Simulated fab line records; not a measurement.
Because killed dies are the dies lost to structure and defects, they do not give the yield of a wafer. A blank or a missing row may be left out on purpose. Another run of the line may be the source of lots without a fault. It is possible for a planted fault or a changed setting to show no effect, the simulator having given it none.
Split-lot experiment -- flow n5 finfet -- on a route of 1938 steps: 7 lots, 21 wafers read

== ABOUT THE SPLIT ==
At N5_PMOS_HMC_CHANNEL_EPI_ETCH_32 (etches BARC in N2/H2, stops on SiO2, target depth 85.8 nm, time 50.3 s), the setting bias w was moved away from the recipe's 150 W on 4 of the 21 wafers read, by -15.5% to +15.3%. The other wafers ran this setting at the recipe's value.

Reading taken at the split's own step.

== THE READING ==
rf vpp V, in V, at N5_PMOS_HMC_CHANNEL_EPI_ETCH_32 (etches BARC in N2/H2, stops on SiO2, target depth 85.8 nm, time 50.3 s). A value of 523.7 V with a standard deviation of 2.4 V is what fault-free wafers of this fab line usually give.

wafer,"tool, chamber at the split","bias w as run, W",against the recipe,"rf vpp V, V",against lot-mates on the recipe
L075.1,"rie diel-02, 0",150,recipe,526.8,-
L075.3,"rie diel-02, 3",150,recipe,520.4,-
L075.4,"rie diel-02, 1",150,recipe,524.2,-
L076.1,"rie diel-04, 0",150,recipe,521.3,-
L076.2,"rie diel-04, 2",150,recipe,523.4,-
L076.6,"rie diel-04, 0",150,recipe,520.2,-
L077.2,"rie diel-03, 0",150,recipe,523.8,-
L077.5,"rie diel-03, 0",150,recipe,522.7,-
L077.6,"rie diel-03, 1",150,recipe,522.7,-
L080.4,"rie diel-03, 1",150,recipe,523.7,-
L080.5,"rie diel-03, 2",172.9,+15.3%,569.9,+44.8
L080.6,"rie diel-03, 3",150,recipe,526.5,-
L087.1,"rie diel-03, 3",150,recipe,526.4,-
L087.2,"rie diel-03, 0",134,-10.7%,484.6,-39.5
L087.4,"rie diel-03, 2",150,recipe,521.8,-
L089.2,"rie diel-02, 3",126.7,-15.5%,467.8,-57.9
L089.3,"rie diel-02, 0",150,recipe,525.7,-
L089.5,"rie diel-02, 0",126.7,-15.5%,473.2,-52.5
L090.1,"rie diel-04, 0",150,recipe,519.3,-
L090.2,"rie diel-04, 2",150,recipe,523.5,-
L090.4,"rie diel-04, 1",150,recipe,525.5,-

FIT RESULTS
A straight line over all 21 wafers: rf vpp V changes by +3.32 V for each +1% of bias w; r = +0.99; the points scatter about the line by 2.6 V.
The same after taking each lot's own level away (the mean of its wafers on the recipe; 21 wafers): +3.38 V for each +1%; r = +0.99; scatter 2.7 V.
On that fit, the largest move of bias w shifts the reading by 52 V.
Across the lots, their own levels run from 521.63 to 525.70 V, a range of 1.7 times the standard deviation given above.
Hence the lot-to-lot level has little effect on the slope; both slopes agree.
Check: -51.1 V against its lot-mates is what the line predicts for one of the wafers moved furthest among these (-15.5%) when that wafer is left out of the fit. It came out at -57.9 V against them.
Tool readings at the split's step, against how far the setting was moved: rf vpp V r = +0.99.

== OTHER SPLITS APPLIED TO THESE WAFERS ==
These wafers also went through other splits before the reading. Each is held against what the fit with the lots' levels taken away leaves over:
other split on the same wafers,wafers away from the commonest value,r with rf vpp V (lot level and that fit taken away)
N5_ZERO_LAYER_PECVD_02 time s,7,-0.37
N5_ZERO_LAYER_COAT_05 spin rpm,9,-0.08
N5_ZERO_LAYER_EXPOSE_08 dose mj,2,-0.10
N5_WELL_APT_COAT_02 spin rpm,5,+0.05

== THE FILE'S OWN FIT ==
rf vpp V changes by +3.33 V for each +1% of bias w, r = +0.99.
